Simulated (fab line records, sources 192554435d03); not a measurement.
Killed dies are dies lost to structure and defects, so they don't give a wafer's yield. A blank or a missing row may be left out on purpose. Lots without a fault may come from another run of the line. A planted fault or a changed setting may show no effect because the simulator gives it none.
fab line records | flow n5_finfet
record lots=4 wafers=12 last_day=19
route steps=1938 shown HKMG_FIN@433 GATE_CUT@465 PASSIVATION@1936
lots that met no fault: from a run of the same line without faults
start_h: hours from the record's first day to the start of the lot's first wafer shown | wait_h: hours since the lot's step before | " the same as in the row above | L1.1+2: a row that stands for several wafers | - no value, or no start given | * or withheld: withheld | < > ~ a bound
route shown NAME@n: a module of which the file shows steps, and the number in the route of the first | usual: mean/standard deviation of fault-free wafers | same: alike in all rows | chamber/n: place in a boat | sites: the reading at each site | _std_site: their standard deviation | _edge_site: outer sites' mean less inner sites' | radius_mm: how far each site lies from the wafer's centre | mask NAME#n: copy n | behind: the tool/chamber that last shaped the wafer | hold: why the lot was held/for how many hours/how that ended | device: the transistor (n, p or np) that didn't switch | end of line: the same wafers' tests at the end of the route | a step without rows: its recipe alone | killed: dies lost to structure and defects at the first sort, not the wafer's yield | map: a wafer's dies, x killed, . not, _ none there
set.NAME: the setting as run; set.NAME@STEP: as run at that earlier step | model.NAME: the simulator's own value behind a step, which no gauge read
lots at some steps of the route; a table a step, a row a wafer
services: from which hour (start_h, from the record's first day; less than 0 if before it) a tool's chamber was out of use, for how many hours, and why
## steps
# step N5_HKMG_FIN_DESCUM_17
# recipe chemistry=O2 time_s=7.9 source_power_w=50 bias_power_w=20 pressure_mtorr=20 rf_frequency_hz=2.712e+07 temp_c=40 resist=CAR-ArF o2_flow_sccm=225
# step N5_HKMG_FIN_ETCH_31
# recipe chemistry=CF4 target=SiARC target_depth_a=455 mask_material=CAR-ArF time_s=75.8 ion_energy_ev=80 pressure_mtorr=40 source_w=545 bias_w=36 Ar_flow_sccm=100 cf4_flow_sccm=100 ends=cleared
# step N5_HKMG_FIN_ETCH_32
# recipe chemistry=N2/H2 target=SOC target_depth_a=2400 temp_c=40 time_s=300 ion_energy_ev=200 mask_material=SiARC pressure_mtorr=30 source_w=840 bias_w=150 n2_flow_sccm=200 h2_flow_sccm=200
# step N5_HKMG_FIN_STRIP_33
# recipe chemistry=N2/H2 temp_c=40 n2_flow_sccm=200 h2_flow_sccm=200 rf_frequency_hz=6e+07
# step N5_HKMG_FIN_STRIP_34
# recipe chemistry=CF4 resist=SiARC power_w=300 bias_power_w=75 pressure_mtorr=50 cf4_flow_sccm=150 rf_frequency_hz=6e+07
# step N5_HKMG_FIN_ETCH_35
# recipe chemistry=N2/H2 target=SOC target_depth_a=2158 ion_energy_ev=65 bias_w=5 source_w=3000 time_s=243.4 pressure_mtorr=30 n2_flow_sccm=200 h2_flow_sccm=200
# step N5_HKMG_FIN_STRIP_92
# recipe chemistry=N2/H2 material=SOC time_s=20 power_w=500 temp_c=40 pressure_mtorr=50 rf_frequency_hz=6e+07 bias_power_w=8 h2_frac=0.5 n2_flow_sccm=300 h2_flow_sccm=300
# step N5_HKMG_FIN_WET_ETCH_18
# recipe chemistry=SC1 target=TiN mix=1:1:5 temp_c=* time_s=55 target_depth_nm=5.2 dry=ipa_marangoni rinse_time_s=30 rinse_temp_c=23
# step N5_HKMG_FIN_STRIP_19
# recipe chemistry=N2/H2 power_w=2500 temp_c=300 h2_frac=0.65 time_s=360 pressure_mtorr=withheld n2_flow_sccm=1750 h2_flow_sccm=3250
# step N5_HKMG_FIN_ALD_91
# recipe material=TiN target_thk_a=10 temp_c=400 ald_precursor_family=TiCl4 ald_co_reactant=NH3 pulse_time_s=1 purge_time_s=3 co_reactant_purge_time_s=2 co_reactant_pulse_time_s=2 ald_cycles=47 pressure_torr=3
# step N5_HKMG_FIN_COAT_85
# recipe resist=SOC temp_c=250 time_s=60 spin_rpm=1500 resist_thk_nm=300
# step N5_HKMG_FIN_ETCH_86
# recipe chemistry=N2/H2 target=SOC target_depth_a=3932 stop_on=TiN ion_energy_ev=100 bias_w=61 pressure_mtorr=30 source_w=850 n2_flow_sccm=200 h2_flow_sccm=200
# step N5_HKMG_FIN_STRIP_89
# recipe chemistry=N2/H2 material=SOC time_s=20 power_w=500 temp_c=40 pressure_mtorr=50 rf_frequency_hz=6e+07 bias_power_w=8 h2_frac=0.5 n2_flow_sccm=300 h2_flow_sccm=300
# usual drypump_motor_current_A=5.6/0.33 oes_product_au=0.77/0.068 rf_fwd_power_W=497.4/1.6 rf_vpp_V=54.3/0.83 showerhead_plenum_p_Torr=3.41/0.089 throttle_valve_pct=19.1/0.49
# columns lot.wafer tool chamber start_h wait_h drypump_motor_current_A oes_product_au rf_fwd_power_W rf_hours_counter_h rf_vpp_V showerhead_plenum_p_Torr throttle_valve_pct
L625.2 rie_diel-03 2 138.30 0.0 6.3 0.70 497.0 189 53.9 3.32 18.6
L625.4 " 0 " " 5.3 0.68 499.4 234 55.1 3.41 18.8
L625.6 " 3 " " 5.1 0.73 497.7 - 54.1 3.38 19.2
L631.2 rie_diel-03 3 173.28 0.0 5.2 0.73 496.9 161 53.7 3.37 19.2
L631.3 " 1 " " 5.8 0.77 496.4 115 54.9 3.36 18.8
L631.4 " 2 " " 6.3 0.70 499.1 - 53.9 3.31 18.6
L632.3 rie_diel-03 2 177.53 0.0 6.3 0.70 497.1 204 54.0 3.31 18.7
L632.5 " 0 " " 5.3 0.69 497.2 - 54.2 3.41 18.9
L632.6 " 1 " " 5.8 0.76 493.6 - 54.5 3.36 18.8
L637.2 rie_diel-01 0 216.44 0.0 5.7 0.85 496.1 71 54.5 3.56 18.8
L637.5 " 3 " " 5.5 0.85 497.2 - 55.8 3.29 19.0
L637.6 " 0 " " 5.7 0.84 497.2 - 54.2 3.56 18.8
# step N5_HKMG_FIN_WET_ETCH_87
# recipe chemistry=SC1 target=TiN mix=1:2:40 temp_c=50 time_s=154.2 target_depth_nm=4.7 dry=ipa_marangoni rinse_time_s=30 rinse_temp_c=23
# step N5_HKMG_FIN_STRIP_88
# recipe chemistry=N2/H2 power_w=2500 temp_c=300 h2_frac=0.65 time_s=360 pressure_mtorr=withheld n2_flow_sccm=1750 h2_flow_sccm=3250
# step N5_HKMG_FIN_NWFM_ALD_20
# recipe material=TiAlC target_thk_a=20 temp_c=300 ald_precursor_family=TiCl4 ald_co_reactant=TEA pulse_time_s=3 purge_time_s=2 co_reactant_purge_time_s=2 co_reactant_pulse_time_s=10 ald_cycles=7 pressure_torr=3
# step N5_HKMG_FIN_ALD_71
# recipe material=TiN target_thk_a=10 temp_c=400 ald_precursor_family=TiCl4 ald_co_reactant=NH3 pulse_time_s=1 purge_time_s=3 co_reactant_purge_time_s=2 co_reactant_pulse_time_s=2 ald_cycles=47 pressure_torr=3
# step N5_HKMG_FIN_COAT_66
# recipe resist=SOC temp_c=250 time_s=60 spin_rpm=1500 resist_thk_nm=300
# step N5_HKMG_FIN_ETCH_67
# recipe chemistry=N2/H2 target=SOC target_depth_a=3889 stop_on=TiN ion_energy_ev=100 bias_w=61 pressure_mtorr=30 source_w=850 n2_flow_sccm=200 h2_flow_sccm=200
# step N5_HKMG_FIN_STRIP_90
# recipe chemistry=N2/H2 material=SOC time_s=20 power_w=500 temp_c=40 pressure_mtorr=50 rf_frequency_hz=6e+07 bias_power_w=8 h2_frac=0.5 n2_flow_sccm=300 h2_flow_sccm=300
# step N5_HKMG_FIN_WET_ETCH_73
# recipe chemistry=SC1 mix=1:2:40 temp_c=50 time_s=42.3 target_depth_nm=1.3 dry=ipa_marangoni rinse_time_s=30 rinse_temp_c=23
# step N5_HKMG_FIN_ETCHBACK_68
# recipe chemistry=Cl2/Ar stop_on=HfO2 target_depth_a=5 pressure_mtorr=10 icp_w=600 bias_w=60 Cl2_flow_sccm=40 Ar_flow_sccm=60
# step N5_HKMG_FIN_STRIP_69
# recipe chemistry=N2/H2 power_w=2500 temp_c=300 h2_frac=0.65 time_s=360 pressure_mtorr=withheld n2_flow_sccm=1750 h2_flow_sccm=3250
# step N5_HKMG_FIN_ALD_21
# recipe material=TiN target_thk_a=15 temp_c=400 ald_precursor_family=TiCl4 ald_co_reactant=NH3 pulse_time_s=1 purge_time_s=3 co_reactant_purge_time_s=2 co_reactant_pulse_time_s=2 ald_cycles=68 pressure_torr=3
# step N5_HKMG_FIN_ALD_72
# recipe material=W target_thk_a=20 temp_c=300 pressure_torr=7.5 ald_precursor_family=WF6 ald_co_reactant=B2H6 pulse_time_s=1 purge_time_s=2 co_reactant_purge_time_s=2 co_reactant_pulse_time_s=3 ald_cycles=7
# step N5_HKMG_FIN_W_FILL_22
# recipe material=W target_thk_a=600 temp_c=400 pressure_torr=39.4 time_s=18.2
# step N5_HKMG_FIN_PRECLEAN_83
# recipe chemistry=DIW time_s=57.5 temp_c=23
# step N5_HKMG_FIN_SRD_84
# recipe dry_time_s=32 dry=n2_spin spin_rpm=1500
# step N5_HKMG_FIN_CMP_23
# recipe stop_on=SiNx t_overpolish_s=10 post_cmp_clean=rinse_only down_force_psi=4 platen_rpm=50.289 pad_velocity_m_s=1.0006 target_thk_nm=46.326
# step N5_HKMG_FIN_CMP_94
# recipe stop_on=SiNx post_cmp_clean=w_dilute_nh4oh t_overpolish_s=4.7 down_force_psi=4 platen_rpm=50.289 pad_velocity_m_s=1.0006 target_thk_nm=43.299
# step N5_GATE_CUT_ETCHBACK_00
# recipe chemistry=SF6/Cl2 target=W pressure_mtorr=8 icp_w=900 bias_w=80 SF6_flow_sccm=40 Cl2_flow_sccm=60
# step N5_GATE_CUT_ETCH_56
# recipe chemistry=Cl2/Ar target=TiN target_depth_a=216 pressure_mtorr=10 icp_w=600 bias_w=60 Cl2_flow_sccm=40 Ar_flow_sccm=60
# step N5_GATE_CUT_ETCHBACK_30
# recipe chemistry=Cl2/Ar target=TiN target_depth_a=30 mode=isotropic pressure_mtorr=10 icp_w=600 bias_w=60 Cl2_flow_sccm=40 Ar_flow_sccm=60
# step N5_GATE_CUT_VAPOR_ETCH_60
# recipe chemistry=BCl3/Cl2 target=HfO2 mode=isotropic
# step N5_GATE_CUT_ETCH_58
# recipe chemistry=CH3F/O2 target=SiNx target_depth_a=170 time_s=128.6 ion_energy_ev=50 pressure_mtorr=30 source_w=415 bias_w=21 Ar_flow_sccm=150 CH3F_flow_sccm=30 O2_flow_sccm=20
# step N5_GATE_CUT_STRIP_59
# recipe chemistry=N2/H2 time_s=20 power_w=100 temp_c=40 pressure_mtorr=100 rf_frequency_hz=6e+07 bias_power_w=3 n2_flow_sccm=300 h2_flow_sccm=300
# step N5_GATE_CUT_PRECLEAN_31
# recipe temp_c=23 chemistry=DIW time_s=300
# step N5_GATE_CUT_SRD_32
# recipe time_s=30 temp_c=23 rinse_liquid=diw dry=ipa_marangoni
# step N5_GATE_CUT_SAC_CAP_01
# recipe material=SiNx target_thk_a=240 temp_c=400 ald_precursor_family=SiH2I2 ald_co_reactant=N2/H2-plasma pulse_time_s=1 ald_cycles=480 purge_time_s=2 co_reactant_purge_time_s=2 pressure_torr=2
# step N5_GATE_CUT_PECVD_57
# recipe material=SiNx target_thk_a=210 temp_c=400 precursor=SiH4/NH3/N2 pressure_torr=1.5 rf_w=300
# step N5_PASSIVATION_PROBE_49
# usual defect_limited_yield=91.0/1.3 killed_at_M0_to_M3=33/10 killed_at_M4_up=14/5.6 killed_at_contacts=12/5.8 killed_at_front_end=43/11 killed_at_other=4.1/2.8 killed_dies=106/15 killed_open=70/12 killed_short=34/7.5 sort_bin_4_leakage=0.00/0.0099 sort_bin_5_function=5.3/0.88 sort_bin_6_memory=3.3/0.64 sort_n_pass=1074/15 sort_yield_pct=91.0/1.3
# same gross_dies=1180 killed_at_back_side=0 sort_bin_8_speed[%]=0
# columns lot.wafer tool chamber start_h wait_h defect_limited_yield[%] killed_at_M0_to_M3 killed_at_M4_up killed_at_contacts killed_at_front_end killed_at_other killed_dies killed_open killed_short sort_bin_4_leakage[%] sort_bin_5_function[%] sort_bin_6_memory[%] sort_n_pass sort_yield_pct[%]
L631.3 prober-01 - 368.05 0.1 79.7 39 3 15 175 7 239 56 32 0 12.5 4.3 941 79.7
L632.6 prober-01 - 376.43 0.3 79.1 30 28 13 172 4 247 78 25 0 11.7 5.3 933 79.1
# killed by level:class
L631.3 HKMG_FIN:unspecified=151 BEOL_M1:geometric_particle:open=13 BEOL_M3:geometric_particle:open=10 MOL_CONTACT_COAG:geometric_particle:open=9 FIN_SAQP:geometric_particle:open=8 FIN_SAQP:geometric_particle:short=7 MOL_CONTACT_COAG:geometric_particle:short=6 BEOL_M2:geometric_particle:short=5
L632.6 HKMG_FIN:unspecified=142 BEOL_M4:geometric_particle:open=20 BEOL_M0_SAQP:geometric_particle:open=12 MOL_CONTACT_COAG:geometric_particle:open=12 BEOL_M0_SAQP:geometric_particle:short=6 FIN_SAQP:geometric_particle:short=5 STI_FIN_REVEAL:geometric_particle:open=5 DUMMY_GATE:geometric_particle:open=5
# map L631.3 (x killed, . not)
_________________..x.........________________
______________......x..........._____________
___________......x........x........__________
__________x............x.x.........._________
________..x...............x.......x..._______
_______................x...............______
______...............x..........x......._____
_____..............x........x.....x..x...____
____..................x...................___
___xx.....x...........x................x...__
___.....xx.............................x...__
__..........x.....x........................._
__...xx.........x...........x..............._
_...........x................x.............x.
_................x......x...........x........
_....x...........xxx..x.........x......x...xx
_.......x.....xxx..xx..x.x.....x.............
_......x....xxxxxx.xxxx..................x.x.
_x..xx.......xxxxxxxxx..x.........x..........
_........x.xxxxxxxxxxxxx.....................
_........xxxxxxxxxxxx.xxx.......x..x.........
__..x.....xxxxxxxxxxxxxx.x.................._
__x.xx...xxxxxxxxxxxxxxxx..................._
___......xx.xxxxxxxxxxxxx..................__
___........xxxxxxxxxxxx...x................__
____....x...xxxxxxxxxxxx..xx..............___
_____....xx.xxxxxxxxxxx..................____
______...x.x.x.xxx.xxx.x................_____
_______.....xx.x.x.x.xx................______
________........x.x....xx......x...x.._______
__________x.............xxx........._________
___________....x...x.....x....x....__________
______________.x.......x........_____________
_________________......x.....________________
# map L632.6 (x killed, . not)
_________________.......x....________________
______________..........x......._____________
___________.....x.......x..........__________
__________.........x................_________
________..................x........x.._______
_______................x.x.....x.x.....______
______...................xxx..x........x_____
_____........x..........x.....x..........____
____x................x..........x.x......x___
___..............................x.x.......__
___.....x...x.........x...x....x.x......xx.__
__........x.x.x..x.............x............_
__........x............x...............x..x._
_...........................x.xx...x.........
_x..........x.....x..............x.....xxx...
_.xx.....x.x.x..............x.x...x..x......x
_..............x..xx....x.................x..
_............x.xxxxx..x......................
_............xxxx.xxxxx.x.........x.......x..
_......xx..xxxxxxxxxxxxx...........xx........
_......x...xxxxxxxxxxxxx.x...x....x........x.
__....x..xxxxxxxxxxxxxxxxx.................x_
__..x..x.xxxxxxxxxxxxxxxx.......x........x.._
___x.x.....xxxxxxxxxxxxxx..x...........xx..__
___..x...x.xxxxxxxxxxxx..x.................__
____.......xxxxxxxxxxx.x..x.........x.....___
_____.......xxxxxxxxxx.x.................____
______........xxxxx.xx.........x........_____
_______.....x.x.xxx.x.........x.x......______
________........xx.....xx............._______
__________.........................._________
___________..x....x................__________
______________..x.........x..x.._____________
_________________....x.......________________
## services
# columns tool chamber start_h hours kind
rie_diel-03 0 170.10 5.9 repair
rie_diel-03 0 190.51 - clean
rie_diel-03 0 190.51 - consumable_replace:focus_ring
rie_diel-03 0 190.51 12.7 scheduled_down
rie_diel-03 0 190.51 12.7 vent_cycle
rie_diel-01 0 198.22 3.0 repair
## key
first_sign step=N5_PASSIVATION_PROBE_49 reading=killed_at_front_end direction=up sigmas=12 usual=43 struck=174
effect step=N5_PASSIVATION_PROBE_49 reading=defect_limited_yield direction=down sigmas=9 usual=91.0 struck=79.4
more_kills_born_at N5_HKMG_FIN_STRIP_89@rie_diel-03=293
met_at N5_HKMG_FIN_STRIP_89
struck_wafers L631.3,L632.6
fault kind=chamber_particle_source tool=rie_diel-03 chamber=1 onset_h=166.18 steps=N5_HKMG_FIN_STRIP_89 rate_per_visit_cm2=1.5325 end_h=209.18
